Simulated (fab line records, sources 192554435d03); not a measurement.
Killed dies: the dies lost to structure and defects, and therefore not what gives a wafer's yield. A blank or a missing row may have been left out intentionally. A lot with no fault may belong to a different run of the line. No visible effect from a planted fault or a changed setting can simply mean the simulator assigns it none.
fab line records	flow n5Finfet	part 1 of 2: steps 1 to 19 of 31
record: lots: 5	wafers: 15	lastDay: 16
route steps=1938 shown DUMMY_GATE@238 SPACER0@258 SD_EPI_N@262
lots that met no fault: from a run of the same line without faults
startH: hours from the record's opening day to when the first of the lot's shown wafers began	waitH: hours elapsed since this lot's preceding step	" unchanged from the row above	L1.1+2: one row covering several wafers at once	- either no value or no given start	* or withheld: withheld	< > ~ a bound
route shown NAME@n: NAME is a module with steps in the file, n the number in the route of the first one	usual: mean/standard deviation of fault-free wafers	same: alike in all rows	chamber/n: place in a boat	sites: readings site by site	_std_site: the standard deviation of these	_edge_site: inner sites' mean taken away from outer sites' mean	radiusMm: how far each site lies from the wafer's centre	mask NAME#n: copy n	behind: the tool/chamber that last shaped the wafer	hold: why the lot was held/for how many hours/how that ended	device: the n, p or np transistor that did not switch	end of line: tests run on the same wafers once the route is complete	where a step has no rows: the recipe by itself	killed: dies lost to structure and defects at the first sort, not the wafer's yield	map: per-die view of a wafer (x killed, . not killed, _ where there is no die)
set.NAME: the setting the step ran with; set.NAME@STEP: the setting that earlier step ran with	model.NAME: the simulator's own value behind a step, which no gauge read
lots at selected steps of the route; one table per step, one row per wafer
services: from which hour (startH, from the record's first day; less than 0 if before it) a tool's chamber was out of use, for how many hours, and why
== steps ==
step: N5_DUMMY_GATE_STRIP_38
recipe: chemistry: N2/H2	tempC: 40	n2FlowSccm: 200	h2FlowSccm: 200	rfFrequencyHz: 6e+07
lot.wafer	tool	chamber	startH	waitH
L084.3+4+6	rieDiel-03	0,3,1	108.63	0.0
L087.4+5+6	rieDiel-06	1,0,3	128.85	0.0
L088.4+5+6	rieDiel-01	1,3,0	131.75	0.0
L089.2+5+6	rieDiel-03	0,3,0	136.59	0.0
L093.2+3+5	rieDiel-03	3,2,3	161.07	0.0
step: N5_DUMMY_GATE_STRIP_39
recipe: chemistry: N2/H2	tempC: 40	n2FlowSccm: 200	h2FlowSccm: 200	rfFrequencyHz: 6e+07
lot.wafer	tool	chamber	startH	waitH
L084.3+4+6	rieDiel-03	0,3,1	108.64	0.0
L087.4+5+6	rieDiel-06	1,0,3	128.86	0.0
L088.4+5+6	rieDiel-01	1,3,0	131.76	0.0
L089.2+5+6	rieDiel-03	0,3,0	136.60	0.0
L093.2+3+5	rieDiel-03	3,2,3	161.08	0.0
step: N5_DUMMY_GATE_TRIM_49
recipe: chemistry: O2	resist: SOC	timeS: 29	targetCdNm: 14	sourcePowerW: 300	biasPowerW: 0	O2_flow_sccm: 100	tempC: 20
usual: drypumpMotorCurrentA: 5.7/0.46	oesProductAu: 0.985/0.016	throttleValvePct: 8.17/0.18
lot.wafer	tool	chamber	startH	waitH	drypumpMotorCurrentA	oesProductAu	rfHoursCounterH	throttleValvePct
L084.3	rieSi-01	1	108.67	0.0	5.2	0.984	10	7.79
L084.4	"	2	"	"	5.8	0.961	69	8.08
L084.6	"	3	"	"	5.8	0.999	-	7.91
L087.4	rieSi-01	3	128.90	0.0	5.8	1.007	35	7.94
L087.5	"	0	"	"	5.0	0.979	-	8.19
L087.6	"	3	"	"	5.7	0.992	-	7.94
L088.4	rieSi-01	3	131.79	0.0	5.8	0.994	35	7.94
L088.5	"	3	"	"	5.8	0.996	-	7.94
L088.6	"	0	"	"	5.0	0.986	-	8.20
L089.2	rieSi-04	2	136.63	0.0	6.5	1.007	21	8.11
L089.5	"	1	"	"	5.5	0.987	-	8.20
L089.6	"	0	"	"	5.5	0.979	-	8.48
L093.2	rieSi-06	0	161.12	0.0	5.9	0.953	163	8.06
L093.3	"	1	"	"	6.3	0.999	46	8.33
L093.5	"	2	"	"	5.2	0.984	-	8.05
step: N5_DUMMY_GATE_STRIP_40
recipe: chemistry: CF4	resist: SiARC	powerW: 300	biasPowerW: 75	pressureMtorr: 50	cf4FlowSccm: 150	rfFrequencyHz: 6e+07
usual: drypumpMotorCurrentA: 5.9/0.46	oesProductAu: 0.76/0.062	rfVppV: 271.2/1.8	showerheadPlenumPTorr: 1.79/0.075	throttleValvePct: 13.7/0.32
lot.wafer	tool	chamber	startH	waitH	drypumpMotorCurrentA	oesProductAu	rfHoursCounterH	rfVppV	showerheadPlenumPTorr	throttleValvePct
L084.3	rieDiel-01	0	108.77	0.1	5.5	0.71	200	270.8	1.80	13.9
L084.4	"	1	"	"	5.5	0.70	230	272.2	1.84	14.0
L084.6	"	0	"	"	5.5	0.71	-	271.1	1.80	13.9
L087.4	rieDiel-06	2	128.99	0.1	5.6	0.71	229	271.2	1.75	14.0
L087.5	"	3	"	"	5.9	0.78	-	268.0	1.66	13.3
L087.6	"	2	"	"	5.6	0.70	-	270.1	1.75	14.0
L088.4	rieDiel-06	3	131.89	0.1	5.8	0.77	112	267.9	1.66	13.3
L088.5	"	2	"	"	5.6	0.70	-	270.7	1.75	14.1
L088.6	"	1	"	"	6.5	0.89	-	273.9	1.88	13.3
L089.2	rieDiel-01	2	136.96	0.3	5.4	0.73	169	272.3	1.85	13.6
L089.5	"	3	"	"	5.4	0.77	-	270.8	1.83	14.0
L089.6	"	2	"	"	5.4	0.73	-	273.6	1.84	13.6
L093.2	rieDiel-06	2	161.23	0.1	5.6	0.69	240	271.2	1.75	14.0
L093.3	"	1	"	"	6.5	0.87	30	272.4	1.88	13.4
L093.5	"	1	"	"	6.5	0.88	-	272.2	1.88	13.4
step: N5_DUMMY_GATE_CD_MEAS_50
recipe: targetCdNm: 14
usual: cdNm: 14.0/0.45
lot.wafer	tool	chamber	startH	waitH	cdNm
L084.3	cdSem-02	-	108.83	0.0	14.0
L084.4	"	-	"	"	13.7
L084.6	"	-	"	"	14.2
L087.4	cdSem-03	-	129.05	0.0	14.3
L087.5	"	-	"	"	13.9
L087.6	"	-	"	"	13.7
L088.4	cdSem-03	-	131.95	0.0	14.3
L088.5	"	-	"	"	14.0
L088.6	"	-	"	"	14.6
L089.2	cdSem-01	-	137.02	0.0	13.6
L089.5	"	-	"	"	14.2
L089.6	"	-	"	"	13.1
L093.2	cdSem-02	-	161.28	0.0	14.3
L093.3	"	-	"	"	13.9
L093.5	"	-	"	"	13.9
step: N5_DUMMY_GATE_ETCH_31
recipe: chemistry: C4F6/O2	target: SiO2	maskMaterial: SOC	targetDepthA: 825	timeS: 27.5	ionEnergyEv: 250	pressureMtorr: 30	sourceW: 345	biasW: 185	Ar_flow_sccm: 300	C4F6_flow_sccm: 10	O2_flow_sccm: 10
usual: drypumpMotorCurrentA: 5.9/0.45	oesProductAu: 0.76/0.059	rfVppV: 664/21	showerheadPlenumPTorr: 2.85/0.11	throttleValvePct: 21.29/0.28
lot.wafer	tool	chamber	startH	waitH	drypumpMotorCurrentA	oesProductAu	rfHoursCounterH	rfVppV	showerheadPlenumPTorr	throttleValvePct
L084.3	rieDiel-06	0	108.87	0.0	6.5	0.76	164	639	2.74	20.84
L084.4	"	3	"	"	5.8	0.79	105	634	2.66	20.91
L084.6	"	3	"	"	5.9	0.79	-	633	2.66	20.91
L087.4	rieDiel-06	0	129.09	0.0	6.6	0.77	170	639	2.73	20.89
L087.5	"	0	"	"	6.5	0.77	-	639	2.73	20.87
L087.6	"	1	"	"	6.5	0.91	-	674	3.03	21.14
L088.4	rieDiel-06	1	131.99	0.0	6.5	0.92	22	673	3.03	21.14
L088.5	"	1	"	"	6.5	0.92	-	673	3.03	21.15
L088.6	"	0	"	"	6.5	0.77	-	637	2.73	20.88
L089.2	rieDiel-01	3	137.06	0.0	5.4	0.78	126	658	2.86	21.49
L089.5	"	0	"	"	5.5	0.70	-	650	2.84	21.47
L089.6	"	1	"	"	5.5	0.71	-	655	2.93	21.61
L093.2	rieDiel-06	1	161.33	0.0	6.5	0.89	30	672	3.03	21.16
L093.3	"	2	"	"	5.6	0.70	240	671	2.82	21.79
L093.5	"	2	"	"	5.6	0.70	-	670	2.82	21.78
step: N5_DUMMY_GATE_STRIP_41
recipe: chemistry: O2	powerW: 400	tempC: 40	pressureMtorr: 30	rfFrequencyHz: 6e+07	biasPowerW: 0	overashFraction: 0.3	o2FlowSccm: 225
usual: drypumpMotorCurrentA: 5.9/0.46	oesProductAu: 0.76/0.059	rfVppV: 3.6/0.45	showerheadPlenumPTorr: 2.09/0.086	throttleValvePct: 16.7/0.32
lot.wafer	tool	chamber	startH	waitH	drypumpMotorCurrentA	oesProductAu	rfHoursCounterH	rfVppV	showerheadPlenumPTorr	throttleValvePct
L084.3	rieDiel-06	0	108.91	0.0	6.5	0.76	164	2.9	2.01	16.4
L084.4	"	3	"	"	5.9	0.80	106	3.6	1.93	16.3
L084.6	"	3	"	"	5.9	0.80	-	3.9	1.93	16.3
L087.4	rieDiel-06	0	129.14	0.0	6.5	0.76	170	4.2	2.01	16.4
L087.5	"	0	"	"	6.5	0.76	-	4.2	2.01	16.4
L087.6	"	1	"	"	6.5	0.92	-	4.2	2.20	16.4
L088.4	rieDiel-06	1	132.04	0.0	6.5	0.91	22	3.2	2.20	16.4
L088.5	"	1	"	"	6.5	0.91	-	4.0	2.20	16.4
L088.6	"	0	"	"	6.5	0.75	-	3.9	2.01	16.4
L089.2	rieDiel-01	3	137.11	0.0	5.4	0.78	126	2.8	2.10	16.9
L089.5	"	0	"	"	5.5	0.70	-	4.5	2.08	16.9
L089.6	"	1	"	"	5.5	0.71	-	2.9	2.13	16.9
L093.2	rieDiel-06	1	161.38	0.0	6.5	0.89	30	3.9	2.20	16.4
L093.3	"	2	"	"	5.6	0.71	240	3.5	2.06	17.2
L093.5	"	2	"	"	5.6	0.70	-	3.5	2.06	17.2
step: N5_DUMMY_GATE_HM_OPEN_21
recipe: chemistry: CH3F/O2	target: SiNx	targetDepthA: 1200	Ar_flow_sccm: 150	CH3F_flow_sccm: 30	O2_flow_sccm: 23	timeS: 171.4	pressureMtorr: 30	sourceW: 395	biasW: 73	ionEnergyEv: 120.7
usual: drypumpMotorCurrentA: 5.9/0.46	oesProductAu: 0.76/0.058	rfVppV: 299/9.4	showerheadPlenumPTorr: 2.02/0.08	throttleValvePct: 16.58/0.27
lot.wafer	tool	chamber	startH	waitH	drypumpMotorCurrentA	oesProductAu	rfHoursCounterH	rfVppV	showerheadPlenumPTorr	throttleValvePct
L084.3	rieDiel-06	0	108.95	0.0	6.5	0.77	164	288	1.94	16.20
L084.4	"	3	"	"	5.9	0.80	106	285	1.88	16.19
L084.6	"	3	"	"	5.9	0.80	-	285	1.88	16.19
L087.4	rieDiel-06	0	129.18	0.0	6.5	0.76	170	289	1.94	16.20
L087.5	"	0	"	"	6.5	0.77	-	286	1.94	16.21
L087.6	"	1	"	"	6.5	0.91	-	303	2.15	16.37
L088.4	rieDiel-06	1	132.08	0.0	6.5	0.90	22	302	2.15	16.35
L088.5	"	1	"	"	6.5	0.90	-	300	2.15	16.36
L088.6	"	0	"	"	6.5	0.77	-	287	1.94	16.23
L089.2	rieDiel-01	3	137.15	0.0	5.4	0.79	126	296	2.03	16.75
L089.5	"	0	"	"	5.5	0.70	-	292	2.02	16.78
L089.6	"	1	"	"	5.5	0.71	-	295	2.08	16.92
L093.2	rieDiel-06	1	161.42	0.0	6.5	0.88	30	302	2.15	16.39
L093.3	"	2	"	"	5.7	0.69	240	302	1.99	17.04
L093.5	"	2	"	"	5.6	0.70	-	301	1.99	17.04
step: N5_DUMMY_GATE_ETCH_32
recipe: chemistry: CF4	target: SiO2	targetDepthA: 35	timeS: 3.9	ionEnergyEv: 350	pressureMtorr: 10	icpW: 800	biasW: 400	cf4FlowSccm: 80
usual: drypumpMotorCurrentA: 5.7/0.46	oesProductAu: 0.982/0.022	throttleValvePct: 21.91/0.29
lot.wafer	tool	chamber	startH	waitH	drypumpMotorCurrentA	oesProductAu	rfHoursCounterH	throttleValvePct
L084.3	rieSi-04	3	109.11	0.1	5.6	0.968	144	22.28
L084.4	"	2	"	"	6.5	0.998	20	22.00
L084.6	"	0	"	"	5.5	1.007	-	22.27
L087.4	rieSi-01	2	129.34	0.1	5.7	0.958	69	21.94
L087.5	"	0	"	"	5.0	0.973	-	22.02
L087.6	"	1	"	"	5.2	0.968	-	21.31
L088.4	rieSi-06	2	132.24	0.1	5.2	0.991	1	21.90
L088.5	"	1	"	"	6.3	1.009	-	21.90
L088.6	"	2	"	"	5.2	1.003	-	21.89
L089.2	rieSi-04	2	137.31	0.1	6.5	1.015	21	22.01
L089.5	"	2	"	"	6.5	1.006	-	22.00
L089.6	"	3	"	"	5.7	0.969	-	22.30
L093.2	rieSi-04	2	161.58	0.1	6.5	1.011	21	22.01
L093.3	"	0	"	"	5.5	0.992	111	22.27
L093.5	"	2	"	"	6.5	1.009	-	22.02
step: N5_DUMMY_GATE_ETCH_23
recipe: chemistry: HBr/Cl2/O2	HBr_flow_sccm: 150	Cl2_flow_sccm: 80	O2_flow_sccm: 12	biasW: 102	targetDepthA: 410	timeS: 22.3	target: poly-Si	maskMaterial: SiO2	pressureMtorr: 10	icpW: 800
usual: drypumpMotorCurrentA: 5.7/0.46	oesProductAu: 0.982/0.019	throttleValvePct: 37.4/0.36
lot.wafer	tool	chamber	startH	waitH	drypumpMotorCurrentA	oesProductAu	rfHoursCounterH	throttleValvePct
L084.3	rieSi-04	3	109.15	0.0	5.7	0.979	144	37.3
L084.4	"	2	"	"	6.5	0.998	20	38.0
L084.6	"	0	"	"	5.5	0.990	-	37.4
L087.4	rieSi-01	2	129.37	0.0	5.8	0.949	69	37.0
L087.5	"	0	"	"	5.0	0.989	-	37.1
L087.6	"	1	"	"	5.2	0.983	-	37.0
L088.4	rieSi-06	2	132.27	0.0	5.2	0.991	1	37.4
L088.5	"	1	"	"	6.4	0.998	-	38.0
L088.6	"	2	"	"	5.2	0.981	-	37.4
L089.2	rieSi-04	2	137.34	0.0	6.5	1.012	21	38.0
L089.5	"	2	"	"	6.5	1.005	-	38.0
L089.6	"	3	"	"	5.7	0.976	-	37.3
L093.2	rieSi-04	2	161.61	0.0	6.5	1.005	21	38.0
L093.3	"	0	"	"	5.5	0.988	111	37.4
L093.5	"	2	"	"	6.5	1.012	-	38.0
step: N5_DUMMY_GATE_ETCH_44
recipe: chemistry: HBr/O2	overEtchFrac: 0.7	targetDepthA: 1275	stopOn: SiO2	ionEnergyEv: 60	biasW: 20	target: poly-Si	maskMaterial: SiO2	pressureMtorr: 20	icpW: 400	HBr_flow_sccm: 120	O2_flow_sccm: 10
usual: drypumpMotorCurrentA: 5.7/0.46	oesProductAu: 0.722/0.012	throttleValvePct: 18.49/0.22
lot.wafer	tool	chamber	startH	waitH	drypumpMotorCurrentA	oesProductAu	rfHoursCounterH	throttleValvePct
L084.3	rieSi-04	3	109.20	0.0	5.6	0.725	144	18.66
L084.4	"	2	"	"	6.5	0.738	20	18.61
L084.6	"	0	"	"	5.5	0.713	-	18.72
L087.4	rieSi-01	2	129.43	0.0	5.8	0.703	69	18.26
L087.5	"	0	"	"	5.0	0.719	-	18.49
L087.6	"	1	"	"	5.2	0.710	-	18.06
L088.4	rieSi-06	2	132.33	0.0	5.2	0.727	1	18.58
L088.5	"	1	"	"	6.3	0.724	-	18.90
L088.6	"	2	"	"	5.2	0.739	-	18.57
L089.2	rieSi-04	2	137.40	0.0	6.6	0.714	21	18.59
L089.5	"	2	"	"	6.6	0.729	-	18.60
L089.6	"	3	"	"	5.7	0.720	-	18.66
L093.2	rieSi-04	2	161.67	0.0	6.5	0.732	21	18.60
L093.3	"	0	"	"	5.5	0.727	111	18.74
L093.5	"	2	"	"	6.5	0.741	-	18.59
step: N5_DUMMY_GATE_CD_MEAS_24
recipe: targetCdNm: 15
usual: cdNm: 15.1/0.48
lot.wafer	tool	chamber	startH	waitH	cdNm
L084.3	cdSem-01	-	109.32	0.1	14.9
L084.4	"	-	"	"	15.0
L084.6	"	-	"	"	15.1
L087.4	cdSem-01	-	129.55	0.1	15.3
L087.5	"	-	"	"	15.3
L087.6	"	-	"	"	14.9
L088.4	cdSem-02	-	132.44	0.1	15.7
L088.5	"	-	"	"	15.2
L088.6	"	-	"	"	15.9
L089.2	cdSem-02	-	137.51	0.1	14.8
L089.5	"	-	"	"	15.8
L089.6	"	-	"	"	14.5
L093.2	cdSem-03	-	161.78	0.1	15.2
L093.3	"	-	"	"	14.6
L093.5	"	-	"	"	14.6
step: N5_DUMMY_GATE_ETCH_42
recipe: chemistry: CHF3/O2	target: SiO2	targetDepthA: 35	timeS: 31	ionEnergyEv: 30	biasW: 12	pressureMtorr: 30	sourceW: 600	Ar_flow_sccm: 200	CHF3_flow_sccm: 50	O2_flow_sccm: 5
usual: CHF3_flow_sccm: 49.99/0.14	drypumpMotorCurrentA: 5.9/0.45	oesProductAu: 0.76/0.066	rfVppV: 42.4/1.1	showerheadPlenumPTorr: 2.42/0.094	throttleValvePct: 18.91/0.3
lot.wafer	tool	chamber	startH	waitH	CHF3_flow_sccm	drypumpMotorCurrentA	oesProductAu	rfHoursCounterH	rfVppV	showerheadPlenumPTorr	throttleValvePct
L084.3	rieDiel-06	1	109.36	0.0	50.22	6.5	0.92	15	43.0	2.57	18.72
L084.4	"	2	"	"	50.00	5.6	0.72	224	43.4	2.39	19.36
L084.6	"	2	"	"	50.07	5.7	0.72	-	43.0	2.39	19.37
L087.4	rieDiel-06	2	129.59	0.0	50.05	5.6	0.71	230	45.2	2.39	19.35
L087.5	"	1	"	"	50.08	6.5	0.91	-	42.5	2.56	18.71
L087.6	"	0	"	"	49.66	6.6	0.76	-	41.2	2.31	18.46
L088.4	rieDiel-03	3	132.66	0.2	50.09	5.8	0.81	94	41.5	2.35	18.51
L088.5	"	2	"	"	49.89	6.2	0.69	-	45.2	2.49	18.97
L088.6	"	3	"	"	50.23	5.8	0.80	-	43.3	2.35	18.51
L089.2	rieDiel-01	3	137.57	0.1	50.13	5.4	0.78	126	40.7	2.42	19.10
L089.5	"	3	"	"	50.03	5.4	0.78	-	41.1	2.42	19.10
L089.6	"	2	"	"	49.92	5.5	0.73	-	43.4	2.50	18.89
L093.2	rieDiel-03	3	161.83	0.0	49.82	5.8	0.79	104	41.6	2.35	18.53
L093.3	"	0	"	"	49.90	5.7	0.76	148	41.6	2.51	19.14
L093.5	"	2	"	"	50.10	6.2	0.69	-	43.3	2.49	18.98
step: N5_DUMMY_GATE_STRIP_48
recipe: chemistry: N2/H2	timeS: 20	powerW: 100	tempC: 40	pressureMtorr: 100	rfFrequencyHz: 6e+07	biasPowerW: 3	n2FlowSccm: 300	h2FlowSccm: 300
usual: drypumpMotorCurrentA: 5.9/0.45	oesProductAu: 0.77/0.066	rfVppV: 45.4/0.78	showerheadPlenumPTorr: 3.38/0.13	throttleValvePct: 12.32/0.26
lot.wafer	tool	chamber	startH	waitH	drypumpMotorCurrentA	oesProductAu	rfHoursCounterH	rfVppV	showerheadPlenumPTorr	throttleValvePct
L084.3	rieDiel-06	1	109.41	0.0	6.5	0.93	15	46.0	3.60	12.07
L084.4	"	2	"	"	5.6	0.72	224	45.8	3.30	12.66
L084.6	"	2	"	"	5.6	0.71	-	44.6	3.31	12.65
L087.4	rieDiel-06	2	129.64	0.0	5.6	0.71	230	45.6	3.30	12.68
L087.5	"	1	"	"	6.5	0.91	-	44.2	3.60	12.08
L087.6	"	0	"	"	6.5	0.76	-	46.3	3.25	11.97
L088.4	rieDiel-03	3	132.71	0.0	5.9	0.81	94	45.3	3.29	11.96
L088.5	"	2	"	"	6.2	0.71	-	44.8	3.49	12.39
L088.6	"	3	"	"	5.8	0.81	-	46.3	3.29	11.94
L089.2	rieDiel-01	3	137.61	0.0	5.4	0.79	126	45.9	3.43	12.70
L089.5	"	3	"	"	5.4	0.79	-	45.1	3.43	12.68
L089.6	"	2	"	"	5.4	0.74	-	47.1	3.51	12.40
L093.2	rieDiel-03	3	161.87	0.0	5.8	0.79	104	45.3	3.29	11.98
L093.3	"	0	"	"	5.8	0.77	148	45.8	3.51	12.47
L093.5	"	2	"	"	6.3	0.71	-	45.6	3.49	12.41
step: N5_DUMMY_GATE_PRECLEAN_33
recipe: chemistry: dHF	timeS: 10	dilution: 750:1	tempC: 25
lot.wafer	tool	chamber	startH	waitH
L084.3+4+6	wetBench-01	3,2,6	109.49	0.1
L087.4+5+6	wetBench-02	3,6,4	129.72	0.1
L088.4+5+6	wetBench-05	2,5,7	132.79	0.1
L089.2+5+6	wetBench-01	0,1,7	137.70	0.1
L093.2+3+5	wetBench-05	0,2,4	161.96	0.1
step: N5_DUMMY_GATE_PRECLEAN_25
recipe: chemistry: O3/DIW	timeS: 45	tempC: 22	o3Ppm: 10
lot.wafer	tool	chamber	startH	waitH
L084.3+4+6	wetBench-01	3,2,6	109.50	0.0
L087.4+5+6	wetBench-02	3,6,4	129.72	0.0
L088.4+5+6	wetBench-05	2,5,7	132.80	0.0
L089.2+5+6	wetBench-01	0,1,7	137.70	0.0
L093.2+3+5	wetBench-05	0,2,4	161.96	0.0
step: N5_DUMMY_GATE_PRECLEAN_51
recipe: chemistry: SC2	timeS: 45	tempC: 35	mix: 1:1:50
lot.wafer	tool	chamber	startH	waitH
L084.3+4+6	wetBench-01	3,2,6	109.51	0.0
L087.4+5+6	wetBench-02	3,6,4	129.74	0.0
L088.4+5+6	wetBench-05	2,5,7	132.81	0.0
L089.2+5+6	wetBench-01	0,1,7	137.71	0.0
L093.2+3+5	wetBench-05	0,2,4	161.97	0.0
step: N5_DUMMY_GATE_SRD_26
recipe: dry: ipaMarangoni	timeS: 30	tempC: 23	rinseLiquid: diw
lot.wafer	tool	chamber	startH	waitH
L084.3+4+6	wetBench-01	3,2,6	109.52	0.0
L087.4+5+6	wetBench-02	3,6,4	129.75	0.0
L088.4+5+6	wetBench-05	2,5,7	132.83	0.0
L089.2+5+6	wetBench-01	0,1,7	137.73	0.0
L093.2+3+5	wetBench-05	0,2,4	161.99	0.0
step: N5_DUMMY_GATE_UV_OZONE_45
recipe: timeS: 120	pressureTorr: 760	tempC: 25
lot.wafer	tool	chamber	startH	waitH
L084.3+4+6	wetBench-01	3,2,6	109.54	0.0
L087.4+5+6	wetBench-02	3,6,4	129.77	0.0
L088.4+5+6	wetBench-05	2,5,7	132.84	0.0
L089.2+5+6	wetBench-01	0,1,7	137.74	0.0
L093.2+3+5	wetBench-05	0,2,4	162.00	0.0
